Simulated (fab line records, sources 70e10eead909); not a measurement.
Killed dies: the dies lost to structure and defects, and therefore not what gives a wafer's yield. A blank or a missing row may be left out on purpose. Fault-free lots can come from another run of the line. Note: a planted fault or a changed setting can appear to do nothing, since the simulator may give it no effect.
Code-filled problem report in 8D (eight disciplines) form | flow nand_harc | the parts of the form that need people (team, actions taken, sign-off) are left out

== 1. PROBLEM STATEMENT ==
Wafers without a fault read 1001 nm, standard deviation 11; thk_nm at NHARC_A_ONON_D1_THK_MEAS_18 reads a mean of 328 nm on 6 wafers belonging to 2 lots. Relative to the usual mean, that is a shift of -61 standard deviations.
The step: measures by ellipsometry.
First seen on wafer L817.2, day 11 06:49, on film_metro-02. Wafers with a number at this step in the record: 42, from 14 lots. Rule for "out" (also "out of limits"): further than 4 standard deviations from the usual mean. All remaining wafers that have a number are taken as sound.

== 2. WHAT THIS IS AND IS NOT ==
question                    | is                     | is not
which readings at this step | thk_nm                 | -
which lots                  | L817, L820             | L812, L814, L816, L818, L819, L825, L827, L828, L829, L830, L832, L833
which wafers of those lots  | all that have a number | -
read on which gauges        | film_metro-02          | film_metro-01
when                        | from day 11 06:49      | up to then (12 sound wafers); but 24 sound wafers of L819, L825, L827, L828, L829, L830, L832, L833 came after

== 3. WHAT RULES OUT EACH SUSPECT ==
Counting: a tool stays on the suspect list if, at a process step up to the reading, it processed all lots that are out and no sound lot following the first of them.
- the gauge at NHARC_A_ONON_D1_THK_MEAS_18: ruled out. All the wafers that are out were read on film_metro-02, but those of them that NHARC_END_SORT_01 has rows for are out there too, on other tools.
- rtp_anneal-01 at NHARC_A_ZERO_WELL_RTA_16 (time 10 s): ruled out as a lasting fault. Following L817 (day 9 23:52), the first lot on it that is out, the sound lots L819, L825, L828, L832 were run on it.
- pecvd_onon-04 at NHARC_A_ONON_D1_DEP_16 (target thk 1000 nm): ruled out as a lasting fault. Following L817 (day 11 06:22), the first lot on it that is out, the sound lots L827, L828, L830, L832, L833 were run on it.
Left after counting: nothing in the record.

== 4. THE CAUSE (what the simulator had put in) ==
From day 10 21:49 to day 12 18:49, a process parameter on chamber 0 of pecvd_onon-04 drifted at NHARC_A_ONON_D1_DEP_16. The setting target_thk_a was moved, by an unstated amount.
The count ruled it out by mistake, since the rule takes a fault to strike every lot its tool runs from the start of the fault on, and this one did not do so.

== 5. THE CHAIN OF EFFECTS, in route order ==
Each row: a reading whose mean over the struck wafers that have a number lies more than 3 standard deviations from the usual. Scope: only readings with a usual standard deviation given in the record; hours: median across lots of the time from each lot's start at the first step in this table that gives one to its start at this step; sigmas: change in usual standard deviations.
hours | step                        | reading         | usual   | on struck wafers | change | sigmas
0     | NHARC_A_ONON_D1_THK_MEAS_18 | thk_nm          | 1001 nm | 328              | -674   | -61
387   | NHARC_END_SORT_01           | killed_at_array | 56      | 672              | +616   | +29
387   | NHARC_END_SORT_01           | killed_dies     | 61      | 677              | +616   | +29

== 6. HOW IT WOULD HAVE BEEN CAUGHT EARLIER ==
Counted from the fault's start at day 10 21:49, it took 9 hours until the first out-of-limits reading at a measuring or inspecting step in this record, taken at day 11 06:49.
